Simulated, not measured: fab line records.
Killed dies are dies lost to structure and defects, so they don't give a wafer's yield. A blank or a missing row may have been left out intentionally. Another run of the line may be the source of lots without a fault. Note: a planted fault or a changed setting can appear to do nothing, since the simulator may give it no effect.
A struck lot beside a sound one || flow n5 finfet || 36 out of 1938 route steps
Sound: wafers L883.1, L883.2, L883.3. Struck: wafer L888.1. (L888.4, L888.5 of the same lot were not struck and are left out.) The cause comes at the end.
Each step with rows lists, per side, the tool, then ch with its chambers, then its first start. Under that, the readings that differ: sound wafers || struck wafers || difference of the means || sigmas: that difference in standard deviations of wafers without a fault.
alike: readings whose means differ by less than 2 such deviations, and words and numbers that are the same on both sides. not compared: withheld readings, readings that some wafer has no value for, bounds like >300 that may hide the same value, and numbers for which the record gives no deviation and whose values overlap.
The two part at a step that has a row with sigmas, a row that says differs or no value, or rows on one side only. When numbers do not overlap yet have no deviation, they are printed without sigmas and do not part them. Lack of a reading on every wafer of one side parts them only where that side has two or more wafers.

first, 9 steps without rows for these wafers: N5_BEOL_M13_PRE_CLEAN_42 (time 30 s); N5_BEOL_M13_SPUTTER_43 (material TaN, target thk 15 nm, time 24.19 s); N5_BEOL_M13_SPUTTER_44 (material Ta, target thk 10 nm, time 16.13 s); N5_BEOL_M13_SPUTTER_45 (material Cu, target thk 80 nm, time 13.33 s); N5_BEOL_M13_ECD_47 (material Cu, target thk 936 nm); N5_BEOL_M13_ANNEAL_48 (time 90 s); N5_BEOL_M13_CMP_49 (polishes, stops on SiOC, t overpolish 17.1 s, target thk 420 nm); N5_BEOL_M13_PRE_CLEAN_52 (time 15 s); N5_BEOL_M13_DEP_53 (deposits SiCN from 3MS/NH3, target thk 50 nm, time 17.8 s).
N5_BEOL_M14_ILD_DEP_00: deposits SiO2 from TEOS/O2, target thk 1119.3 nm, time 237.4 s.
  sound on pecvd-03 ch 0,1,2, day 11 22:52; struck on pecvd-03 ch 0, day 13 06:30
{"reading": "model.SiO2_of_BEOL_M14_ILD_DEP_00.thk nm (nm)", "sound": "1125 1099 1114", "struck": 1203, "difference": "+90", "sigmas": ""}
  alike: heater power w, showerhead plenum p Torr, throttle valve pct
N5_BEOL_M14_THK_MEAS_01:
  sound on film metro-02, day 11 23:03; struck on film metro-01, day 13 06:46
{"reading": "M14_ILD_THK (nm)", "sound": "1125 1098 1113", "struck": 1203, "difference": "+91", "sigmas": "+6"}
then, 10 steps without rows for these wafers: N5_BEOL_M14_COAT_58 (time 60 s, resist thk 89 nm); N5_BEOL_M14_COAT_04 (resist thk 800 nm); N5_BEOL_M14_EBR_06; N5_BEOL_M14_SOFTBAKE_05 (time 60 s); N5_BEOL_M14_EXPOSE_07 (exposes mask V13); N5_BEOL_M14_PEB_08 (peb time 90 s); N5_BEOL_M14_DEVELOP_09 (develop time 45 s); N5_BEOL_M14_HARDBAKE_14 (time 120 s); N5_BEOL_M14_DESCUM_15 (chemistry O2, time 7.9 s); N5_BEOL_M14_ETCH_59 (etches BARC in N2/H2, target depth 89 nm, overetch 26.7 nm, time 67.9 s).
N5_BEOL_M14_VIA_ETCH_16: etches SiO2 in C4F8/O2/Ar, target depth 1231.3 nm.
  sound on rie diel-02 ch 1,2,3, day 11 23:56; struck on rie diel-04 ch 3, day 13 07:23
{"reading": "C4F8_flow_sccm (sccm)", "sound": "15.98 15.91 15.98", "struck": 16.08, "difference": "+0.12", "sigmas": "+2"}
{"reading": "model.etch.depth nm (nm)", "sound": "1125 1099 1114", "struck": 1203, "difference": "+90", "sigmas": ""}
{"reading": "model.coat_of_BEOL_M14_COAT_04.thk nm (nm)", "sound": "454.4 458.8 456.4", "struck": 434, "difference": -23, "sigmas": ""}
  alike: chamber pressure mTorr, drypump motor current A, he outer torr, oes product au, rf vpp V, showerhead plenum p Torr, throttle valve pct
then, 13 steps without rows for these wafers: N5_BEOL_M14_STRIP_63 (strips in O2); N5_BEOL_M14_STRIP_64 (strips in O2); N5_BEOL_M14_STRIP_71 (strips in post etch residue remover, time 60 s); N5_BEOL_M14_SRD_72 (time 30 s, dry time 30 s); N5_BEOL_M14_COAT_65 (time 60 s, resist thk 450 nm); N5_BEOL_M14_COAT_66 (time 60 s, resist thk 110 nm); N5_BEOL_M14_COAT_22 (resist thk 300 nm); N5_BEOL_M14_EBR_24; N5_BEOL_M14_SOFTBAKE_23 (time 60 s); N5_BEOL_M14_EXPOSE_25 (exposes mask M14, target cd 280 nm); N5_BEOL_M14_PEB_26 (peb time 90 s); N5_BEOL_M14_DEVELOP_27 (develop time 45 s); N5_BEOL_M14_HARDBAKE_32 (time 120 s).
N5_BEOL_M14_CMP_49: polishes, stops on SiO2, t overpolish 5.2 s, target thk 560 nm.
  sound on cmp-02 ch 0,2,3, day 12 04:52; struck on cmp-03 ch 0, day 13 11:09
{"reading": "model.SiO2_of_BEOL_M14_ILD_DEP_00.thk nm (nm)", "sound": "1045 1019 1034", "struck": 1124, "difference": "+91", "sigmas": ""}
  alike: motor current A, retaining ring pressure frac

WHERE THEY PART
First at N5_BEOL_M14_THK_MEAS_01; last, within this record, at N5_BEOL_M14_VIA_ETCH_16. Later steps at which nothing parts them and some readings are alike: N5_BEOL_M14_CMP_49.

WHY: the cause the simulator had injected
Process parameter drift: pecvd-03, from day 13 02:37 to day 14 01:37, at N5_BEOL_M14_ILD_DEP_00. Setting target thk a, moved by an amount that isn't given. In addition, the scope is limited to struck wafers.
